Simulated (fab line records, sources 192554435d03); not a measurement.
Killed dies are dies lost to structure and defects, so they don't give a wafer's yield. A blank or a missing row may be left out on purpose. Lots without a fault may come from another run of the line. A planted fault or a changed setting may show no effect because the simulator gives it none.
Which tool did it? | flow n5_finfet | 9 lots, 25 wafers sampled, at 6 steps of a route of 1938

WHAT THE GAUGES READ, wafer by wafer
N5_BEOL_M3_OVL_MEAS_29.
lot  | measured     | on         | V2_OVL (nm)
L474 | day 7 15:55  | overlay-01 | 0.9 0.8 0.7
L476 | day 8 07:55  | overlay-01 | 1.0 -0.6 0.1
L478 | day 8 14:28  | overlay-02 | -0.8 -0.8 -0.3
L479 | day 8 21:38  | overlay-02 | 0.5 -0.2 -1.4
L487 | day 12 23:16 | overlay-01 | -0.5 -0.5
L489 | day 13 11:12 | overlay-02 | -1.5 -1.3
L494 | day 13 13:13 | overlay-02 | -0.9 1.1 -0.4
L493 | day 13 20:52 | overlay-01 | -0.7 -1.0 -0.8
L496 | day 14 12:31 | overlay-02 | -1.1 -0.6 -0.8

N5_BEOL_M3_OCD_MEAS_38.
lot  | measured     | on     | trench_depth_nm (nm)
L474 | day 8 07:40  | ocd-01 | 55.6 55.8 55.5
L476 | day 8 19:10  | ocd-01 | 54.9 55.2 55.3
L478 | day 9 00:20  | ocd-01 | 55.1 55.0 55.8
L479 | day 9 03:32  | ocd-01 | 56.3 55.1 56.7
L487 | day 14 01:47 | ocd-02 | 74.3 56.2
L489 | day 14 18:43 | ocd-02 | 74.5 72.4
L494 | day 14 18:43 | ocd-01 | 54.9 55.6 54.5
L493 | day 14 19:13 | ocd-02 | 55.4 54.2 55.4
L496 | day 15 06:02 | ocd-01 | 54.8 55.5 55.6

N5_BEOL_M4_RC_MEAS_101.
lot  | measured     | on        | DIBL_N (mV/V)  | DIBL_P (mV/V)  | IOFF_N (nA/um)    | IOFF_P (nA/um)    | ION_N (uA/um) | ION_P (uA/um) | SS_N (mV/dec)  | SS_P (mV/dec)  | VT_N (mV)         | VT_P (mV)
L474 | day 9 04:07  | prober-01 | 39.0 36.3 36.8 | 37.5 36.0 35.1 | 0.173 0.139 0.135 | 0.234 0.203 0.192 | 668 675 670   | 458 463 453   | 72.5 70.9 72.2 | 74.6 73.4 73.6 | 250.1 250.3 253.8 | -247.6 -250.4 -255.3
L476 | day 10 12:52 | prober-01 | 35.6 34.9 35.7 | 36.9 35.4 35.9 | 0.152 0.134 0.153 | 0.178 0.170 0.178 | 669 670 671   | 451 456 455   | 71.1 71.3 72.0 | 73.6 73.3 73.3 | 248.7 249.2 251.5 | -253.7 -252.4 -253.4
L478 | day 10 22:22 | prober-01 | 37.2 36.5 35.9 | 37.1 36.6 35.2 | 0.172 0.161 0.140 | 0.244 0.243 0.227 | 676 672 669   | 472 467 469   | 71.9 71.8 71.0 | 73.9 73.0 72.7 | 248.4 247.0 252.1 | -244.4 -247.3 -248.4
L479 | day 11 10:13 | prober-01 | 36.3 34.8 36.3 | 36.4 33.7 35.6 | 0.166 0.135 0.171 | 0.199 0.167 0.199 | 684 677 691   | 462 463 465   | 71.2 71.3 71.8 | 73.6 72.6 73.6 | 248.7 252.9 248.2 | -252.6 -251.8 -250.2
L487 | day 15 10:48 | prober-01 | 37.6 37.2      | 37.7 37.4      | 0.167 0.153       | 0.255 0.250       | 670 665       | 464 460       | 72.8 72.1      | 73.9 73.7      | 249.2 251.9       | -244.0 -248.8
L489 | day 17 07:19 | prober-01 | 35.9 35.3      | 36.9 36.3      | 0.156 0.161       | 0.221 0.217       | 670 665       | 460 463       | 70.8 71.5      | 73.5 72.8      | 250.6 248.6       | -248.0 -246.2
L494 | day 17 06:04 | prober-02 | 36.5 40.0 37.1 | 36.4 40.9 37.2 | 0.150 0.228 0.171 | 0.210 0.301 0.236 | 676 699 677   | 466 479 471   | 71.5 72.5 71.1 | 72.9 74.0 73.1 | 250.0 242.9 246.3 | -250.0 -244.8 -247.0
L493 | day 17 07:20 | prober-02 | 36.7 37.0 35.8 | 36.8 37.5 35.6 | 0.160 0.168 0.143 | 0.218 0.219 0.199 | 677 684 665   | 467 468 463   | 71.3 70.9 71.3 | 73.0 72.6 73.0 | 248.6 249.9 249.8 | -247.3 -248.5 -250.6
L496 | day 17 17:07 | prober-01 | 35.6 36.3 36.0 | 35.2 34.7 35.2 | 0.158 0.159 0.158 | 0.210 0.200 0.205 | 682 666 675   | 464 459 458   | 72.1 72.0 71.3 | 73.3 73.4 73.0 | 248.2 249.2 249.8 | -248.4 -250.9 -249.2

WHICH TOOL RAN EACH LOT (tool, then ch and the chambers of the sampled wafers, then the start)
lot  | N5_BEOL_M3_TRENCH_ETCH_37          | N5_BEOL_M3_ETCH_41                            | N5_BEOL_M3_PRE_CLEAN_45
L474 | rie_diel-03 ch 0,2,3, day 8 07:31  | rie_diel-03 ch 0,2,3, day 8 07:40 or earlier  | pvd_sputter-02, day 8 07:55
L476 | rie_diel-01 ch 1,2, day 8 19:01    | rie_diel-01 ch 1,2, day 8 19:10 or earlier    | pvd_sputter-02, day 8 19:41
L478 | rie_diel-03 ch 1,2,3, day 9 00:10  | rie_diel-03 ch 1,2,3, day 9 00:20 or earlier  | pvd_sputter-02, day 9 00:43
L479 | rie_diel-01 ch 0,1,3, day 9 03:23  | rie_diel-01 ch 0,1,3, day 9 03:32 or earlier  | pvd_sputter-01, day 9 04:27
L487 | rie_diel-01 ch 0, day 14 01:38     | rie_diel-01 ch 0, day 14 01:47 or earlier     | pvd_sputter-02, day 14 02:15
L489 | rie_diel-01 ch 1,3, day 14 18:34   | rie_diel-01 ch 1,3, day 14 18:43 or earlier   | pvd_sputter-03, day 14 19:20
L494 | rie_diel-03 ch 0,3, day 14 18:34   | rie_diel-03 ch 0,3, day 14 18:43 or earlier   | pvd_sputter-02, day 14 19:18
L493 | rie_diel-03 ch 1,3, day 14 19:03   | rie_diel-03 ch 1,3, day 14 19:13 or earlier   | pvd_sputter-02, day 14 19:32
L496 | rie_diel-03 ch 1,2,3, day 15 05:53 | rie_diel-03 ch 1,2,3, day 15 06:02 or earlier | pvd_sputter-02, day 15 07:01
- N5_BEOL_M3_TRENCH_ETCH_37: etches SiOC in C4F6/O2, target depth 55.555 nm, time 29.2 s.
- N5_BEOL_M3_ETCH_41: etches SiCN in CH3F/O2, target depth 29.9 nm, time 52.5 s.
- N5_BEOL_M3_PRE_CLEAN_45: time 30 s.

WHAT THE TOOLS THEMSELVES READ (means of the sampled wafers that have a number; where no wafer has one, the mark that the record gives instead)
N5_BEOL_M3_TRENCH_ETCH_37.
lot  | tool        | drypump_motor_current_A (A) | mfc_ar_sccm (sccm) | oes_product_au (a.u.) | rf_vpp_V (V) | run_length_s (s) | showerhead_plenum_p_Torr (Torr) | throttle_valve_pct (%)
L474 | rie_diel-03 | 6.0                         | 300.1              | 0.85                  | 663          | 52.1             | 2.82                            | 20.82
L476 | rie_diel-01 | 5.7                         | 299.3              | 0.74                  | 663          | 52.5             | 2.76                            | 21.10
L478 | rie_diel-03 | 5.8                         | 299.7              | 0.78                  | 663          | 52.3             | 2.85                            | 20.72
L479 | rie_diel-01 | 5.7                         | 300.4              | 0.84                  | 658          | 52.6             | 2.79                            | 20.88
L487 | rie_diel-01 | 5.4                         | 300.1              | 0.86                  | 658          | 57.5             | 2.79                            | 20.91
L489 | rie_diel-01 | 5.8                         | 300.1              | 0.88                  | 661          | 61.5             | 2.95                            | 20.77
L494 | rie_diel-03 | 6.1                         | 299.4              | 0.80                  | 666          | 52.6             | 2.76                            | 20.94
L493 | rie_diel-03 | 5.5                         | 300.2              | 0.90                  | 668          | 52.5             | 2.85                            | 20.46
L496 | rie_diel-03 | 5.8                         | 299.5              | 0.84                  | 662          | 52.2             | 2.84                            | 20.65

N5_BEOL_M3_ETCH_41.
lot  | tool        | drypump_motor_current_A (A) | mfc_ar_sccm (sccm) | oes_product_au (a.u.) | rf_vpp_V (V) | run_length_s (s) | showerhead_plenum_p_Torr (Torr) | throttle_valve_pct (%)
L474 | rie_diel-03 | 6.0                         | 150.1              | 0.85                  | 297.0        | 75.4             | 1.98                            | 16.24
L476 | rie_diel-01 | 5.6                         | 149.3              | 0.74                  | 296.1        | 75.9             | 1.93                            | 16.58
L478 | rie_diel-03 | 5.8                         | 150.0              | 0.78                  | 297.7        | 75.8             | 2.01                            | 16.20
L479 | rie_diel-01 | 5.7                         | 150.2              | 0.84                  | 297.7        | 75.7             | 1.97                            | 16.33
L487 | rie_diel-01 | 5.4                         | 150.0              | 0.86                  | 296.8        | 75.8             | 1.96                            | 16.31
L489 | rie_diel-01 | 5.8                         | 149.9              | 0.89                  | 298.1        | 75.8             | 2.08                            | 16.19
L494 | rie_diel-03 | 6.1                         | 150.2              | 0.80                  | 295.2        | 75.6             | 1.94                            | 16.38
L493 | rie_diel-03 | 5.5                         | 149.6              | 0.90                  | 297.3        | 75.7             | 2.01                            | 15.93
L496 | rie_diel-03 | 5.7                         | 150.2              | 0.84                  | 297.6        | 75.4             | 2.00                            | 16.11

N5_BEOL_M3_PRE_CLEAN_45.
lot  | tool           | heater_power_w (W)
L474 | pvd_sputter-02 | 326
L476 | pvd_sputter-02 | 327
L478 | pvd_sputter-02 | 304
L479 | pvd_sputter-01 | 307
L487 | pvd_sputter-02 | 344
L489 | pvd_sputter-03 | 328
L494 | pvd_sputter-02 | 329
L493 | pvd_sputter-02 | 302
L496 | pvd_sputter-02 | 306

THE ANSWER, worked out from the rows above alone
Rule: what is usual is taken from the lots themselves. Put in order of their means at a reading, lots are off if they are a third of the lots or fewer, leave a main group of 4 or more, and stand apart from it by a gap of 3 or more times the standard deviation of the main group's means; of several such gaps the widest counts. A main group whose means are all the same, to the digits that the tables above print for the reading, isn't used. A lot without any number at a reading at which 4 lots or more have one is off too. The other lots that the step has rows for count as sound. The gauges are gone through in route order, then the tools' own readings, and for those a lot's mean is taken as printed above. The first step at which some lot is off is used, and at that step the reading that is off furthest; a lot without a number counts as furthest.
Off: L487, L489, at N5_BEOL_M3_OCD_MEAS_38 (trench_depth_nm). The main group: mean 55.3 nm, standard deviation 0.35.
A tool fits if, at a process step before that reading, it ran every lot that is off, and no sound lot after the first of them. The gauges at N5_BEOL_M3_OCD_MEAS_38 aren't tried: what is off there is off at N5_BEOL_M3_TRENCH_ETCH_37 too, on other tools, and a gauge's error can't cause that. N5_BEOL_M3_ETCH_41 gives no start for some lots, so the hours and the order of its lots are those of N5_BEOL_M3_OCD_MEAS_38. One fits: rie_diel-01 at N5_BEOL_M3_TRENCH_ETCH_37 and N5_BEOL_M3_ETCH_41. At N5_BEOL_M3_TRENCH_ETCH_37 its last sound lot is L479 (day 9 03:23), its first lot that is off L487 (day 14 01:38): a fault that began between those two fits.
The tool's own readings at N5_BEOL_M3_TRENCH_ETCH_37 bear it out: on the lots that are off they differ by more than 5 times the standard deviation of the sound lots' means. run_length_s reads 59.5 s there against 52.4 s on the sound lots.

WHAT THE SIMULATOR HAD PUT IN
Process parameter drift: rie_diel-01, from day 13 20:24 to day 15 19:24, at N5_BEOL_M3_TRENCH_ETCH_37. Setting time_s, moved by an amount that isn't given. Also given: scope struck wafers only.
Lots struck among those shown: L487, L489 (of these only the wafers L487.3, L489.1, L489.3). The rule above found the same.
